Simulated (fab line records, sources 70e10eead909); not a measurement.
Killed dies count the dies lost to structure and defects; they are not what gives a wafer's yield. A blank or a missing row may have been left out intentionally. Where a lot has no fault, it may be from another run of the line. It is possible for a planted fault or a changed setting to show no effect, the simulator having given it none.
Which tool is to blame? ; flow nand-harc ; 12 lots, 36 wafers sampled, at 5 steps of a route of 1159

== WHAT THE GAUGES READ, wafer by wafer ==
NHARC_END_SORT_01. Usual: killed-at-array 24, standard deviation 8.7; killed-at-other 0.8, standard deviation 1.2; killed-at-periphery 3.6, standard deviation 2.3; killed-dies 28, standard deviation 8.9; killed-open 3.2, standard deviation 1.9; killed-short 2.0, standard deviation 1.6.
lot;measured;on;killed-at-array;killed-at-other;killed-at-periphery;killed-dies;killed-open;killed-short;flag
L450;day 21 16:42;prober-01;32 28 39;0 0 0;645 649 638;677 677 677;3 4 1;0 2 0;OFF
L449;day 22 14:58;prober-02;27 18 29;4 2 3;646 657 645;677 677 677;5 5 2;3 2 2;OFF
L451;day 22 22:02;prober-01;19 19 17;0 1 0;658 657 660;677 677 677;3 7 0;1 1 0;OFF

== WHICH TOOL RAN EACH LOT (tool, then ch and the chambers of the sampled wafers, then the start) ==
lot;NHARC_P_CONTACT_ETCH_18;NHARC_P_CONTACT_ETCH_31;NHARC_P_CONTACT_PVD_32;NHARC_P_CONTACT_ALD_22
L440;rie-diel-10 ch 0,1, day 5 16:44 or earlier;rie-diel-10 ch 0,1,3, day 5 16:44;pvd-sputter-02, day 5 17:58 or earlier;ald-metal-01 ch 2,3, day 5 17:58
L450;rie-diel-02 ch 2,3, day 8 02:00 or earlier;rie-diel-02 ch 0,2, day 8 02:00;pvd-sputter-03, day 8 03:06 or earlier;ald-metal-04 ch 0,3, day 8 03:06
L449;rie-diel-02 ch 0,1,3, day 8 04:58 or earlier;rie-diel-02 ch 0,1,3, day 8 04:58;pvd-sputter-03, day 8 06:04 or earlier;ald-metal-01 ch 0,2,3, day 8 06:04
L451;rie-diel-02 ch 1,2,3, day 8 07:47 or earlier;rie-diel-02 ch 1,2, day 8 07:47;pvd-sputter-02, day 8 08:55 or earlier;ald-metal-04 ch 0,2,3, day 8 08:55
L452;rie-diel-02 ch 0,1,3, day 8 19:19 or earlier;rie-diel-02 ch 1,2,3, day 8 19:19;pvd-sputter-02, day 8 20:25 or earlier;ald-metal-01 ch 2,3, day 8 20:25
L453;rie-diel-02 ch 1,2,3, day 8 20:11 or earlier;rie-diel-02 ch 1,2,3, day 8 20:11;pvd-sputter-02, day 8 21:17 or earlier;ald-metal-04 ch 0,1,2, day 8 21:17
L454;rie-diel-10 ch 0,1,2, day 9 05:13 or earlier;rie-diel-10 ch 0,1,3, day 9 05:13;pvd-sputter-02, day 9 06:20 or earlier;ald-metal-01 ch 0,2,3, day 9 06:20
L455;rie-diel-04 ch 0,1,3, day 9 05:38 or earlier;rie-diel-04 ch 1,2, day 9 05:38;pvd-sputter-01, day 9 06:44 or earlier;ald-metal-04 ch 2,3, day 9 06:44
L456;rie-diel-04 ch 0,1,3, day 9 15:38 or earlier;rie-diel-04 ch 0,1,3, day 9 15:38;pvd-sputter-03, day 9 16:55 or earlier;ald-metal-04 ch 1,2,3, day 9 16:55
L458;rie-diel-10 ch 0,1,3, day 9 21:50 or earlier;rie-diel-10 ch 0,1,2, day 9 21:50;pvd-sputter-01, day 9 22:56 or earlier;ald-metal-04 ch 1,3, day 9 22:56
L460;rie-diel-02 ch 0,1,2, day 10 15:43 or earlier;rie-diel-02 ch 0,2, day 10 15:43;pvd-sputter-03, day 10 16:47 or earlier;ald-metal-01 ch 0,1,2, day 10 16:47
L462;rie-diel-02 ch 0,1,3, day 11 00:52 or earlier;rie-diel-02 ch 0,2,3, day 11 00:52;pvd-sputter-02, day 11 02:01 or earlier;ald-metal-04 ch 0,1,3, day 11 02:01
- NHARC_P_CONTACT_ETCH_18: etches the open film in C4F8/O2/Ar, target depth 481 nm, time 240.5 s.
- NHARC_P_CONTACT_ETCH_31: etches the open film in CH3F/O2, target depth 30 nm, time 85.7 s.
- NHARC_P_CONTACT_PVD_32: deposits Ti, target thk 5 nm, time 17.7 s.
- NHARC_P_CONTACT_ALD_22: deposits TiN, target thk 3 nm, pulse time 1 s, ald cycles 150.

== AS READ BY THE TOOLS THEMSELVES (means over the sampled wafers that have a number; for cases with no such wafer, the mark the record gives instead) ==
NHARC_P_CONTACT_ETCH_18. Usual: bias-w 1501 W, standard deviation 4.9; chamber-pressure-mTorr 24.998 mTorr, standard deviation 0.023; oes-product-au 0.961 a.u., standard deviation 0.021; rf-fwd-power-W 598.5 W, standard deviation 1.9; rf-vpp-V 979 V, standard deviation 5.2.
lot;tool;bias-w (W);chamber-pressure-mTorr (mTorr);oes-product-au (a.u.);rf-fwd-power-W (W);rf-vpp-V (V);flag
L440;rie-diel-10;1503;25.005;0.991;598.8;974;
L450;rie-diel-02;1499;25.009;0.978;599.3;981;
L449;rie-diel-02;1499;25.001;0.973;596.4;979;
L451;rie-diel-02;1498;25.026;0.963;597.4;982;
L452;rie-diel-02;1503;25.000;0.954;598.6;980;
L453;rie-diel-02;1507;25.006;0.965;598.3;981;
L454;rie-diel-10;1502;25.011;0.973;598.6;975;
L455;rie-diel-04;1500;25.006;0.930;600.0;976;
L456;rie-diel-04;1502;24.975;0.964;599.4;977;
L458;rie-diel-10;1500;24.989;0.943;598.4;977;
L460;rie-diel-02;1502;24.986;0.973;598.7;982;
L462;rie-diel-02;1500;25.007;0.962;596.6;980;

NHARC_P_CONTACT_ETCH_31. Usual: bias-w 100.0 W, standard deviation 0.3; ch3f-flow-sccm 50.00 sccm, standard deviation 0.14; drypump-motor-current-A 5.7 A, standard deviation 0.48; oes-product-au 0.981 a.u., standard deviation 0.017; rf-fwd-power-W 496.2 W, standard deviation 1.9; rf-vpp-V 244.6 V, standard deviation 1.5; showerhead-plenum-p-Torr 2.48 Torr, standard deviation 0.088; throttle-valve-pct 20.663 %, standard deviation 0.009.
lot;tool;bias-w (W);ch3f-flow-sccm (sccm);drypump-motor-current-A (A);oes-product-au (a.u.);rf-fwd-power-W (W);rf-vpp-V (V);showerhead-plenum-p-Torr (Torr);throttle-valve-pct (%);flag
L440;rie-diel-10;100.0;49.82;5.6;0.990;496.2;244.1;2.44;20.665;
L450;rie-diel-02;-;-;-;-;-;-;-;-;OFF
L449;rie-diel-02;-;-;-;-;-;-;-;-;OFF
L451;rie-diel-02;-;-;-;-;-;-;-;-;OFF
L452;rie-diel-02;100.0;50.05;6.1;0.976;495.4;245.3;2.50;20.661;
L453;rie-diel-02;100.1;49.90;6.1;0.978;495.4;243.6;2.50;20.667;
L454;rie-diel-10;99.8;50.05;5.6;0.987;496.2;243.6;2.43;20.670;
L455;rie-diel-04;100.2;49.87;5.3;0.952;496.4;245.0;2.50;20.663;
L456;rie-diel-04;100.0;50.12;5.7;0.983;496.8;244.4;2.44;20.664;
L458;rie-diel-10;99.8;49.94;5.4;0.964;496.5;243.8;2.40;20.668;
L460;rie-diel-02;100.2;50.02;5.9;0.996;494.2;246.0;2.60;20.663;
L462;rie-diel-02;100.1;50.04;5.8;0.984;495.5;245.3;2.56;20.664;

NHARC_P_CONTACT_PVD_32. Usual: throttle-valve-pct at 30.3 %, with a standard deviation of 1.2.
lot;tool;throttle-valve-pct (%);flag
L440;pvd-sputter-02;30.6;
L450;pvd-sputter-03;30.3;
L449;pvd-sputter-03;30.6;
L451;pvd-sputter-02;28.3;
L452;pvd-sputter-02;30.4;
L453;pvd-sputter-02;29.4;
L454;pvd-sputter-02;29.4;
L455;pvd-sputter-01;30.3;
L456;pvd-sputter-03;30.9;
L458;pvd-sputter-01;30.1;
L460;pvd-sputter-03;30.7;
L462;pvd-sputter-02;30.3;

NHARC_P_CONTACT_ALD_22. Usual: heater-power-w 1095 W, standard deviation 95; precursor-pulse-height-rel 1.000, standard deviation 0.022.
lot;tool;heater-power-w (W);precursor-pulse-height-rel;flag
L440;ald-metal-01;1149;0.991;
L450;ald-metal-04;1006;0.975;
L449;ald-metal-01;1103;1.024;
L451;ald-metal-04;1081;1.007;
L452;ald-metal-01;1169;0.990;
L453;ald-metal-04;1095;1.012;
L454;ald-metal-01;1103;0.997;
L455;ald-metal-04;1079;1.008;
L456;ald-metal-04;1037;1.006;
L458;ald-metal-04;1000;1.019;
L460;ald-metal-01;1151;1.007;
L462;ald-metal-04;1056;1.003;

== THE ANSWER, worked out from the rows above alone ==
Rule: lot off if the mean of its wafers having a number is beyond 3 standard deviations from the usual mean. Also off: a lot with no number at a reading for which 4 or more lots have one. The other lots that the step has rows for count as sound. The gauges are gone through in route order, then the tools' own readings, and for those a lot's mean is taken as printed above. At the first step where some lot is off, the reading lying furthest off is the one used; lots without a number count as furthest.
Off: L450, L449, L451, at NHARC_END_SORT_01 (killed-at-periphery). Neither off nor sound, because the step has no rows for them: L440, L452, L453, L454, L455, L456, L458, L460, L462.
A tool fits if, at a process step before that reading, it ran every lot that is off, and no sound lot after the first of them. Not tried: the gauges at NHARC_END_SORT_01; whatever is off there is also off at NHARC_P_CONTACT_ETCH_31, on other tools, and gauge error can't account for it. Because NHARC_P_CONTACT_ETCH_18 lacks a start for some lots, the hours and order of its lots are taken from NHARC_P_CONTACT_ETCH_31. Because NHARC_P_CONTACT_PVD_32 lacks a start for some lots, the hours and order of its lots are taken from NHARC_P_CONTACT_ALD_22. One fits: NHARC_P_CONTACT_ETCH_18 and NHARC_P_CONTACT_ETCH_31 on rie-diel-02. It ran no sound lot before its first lot that is off in this sample, so the start can't be narrowed down.

== WHAT THE SIMULATOR HAD PUT IN ==
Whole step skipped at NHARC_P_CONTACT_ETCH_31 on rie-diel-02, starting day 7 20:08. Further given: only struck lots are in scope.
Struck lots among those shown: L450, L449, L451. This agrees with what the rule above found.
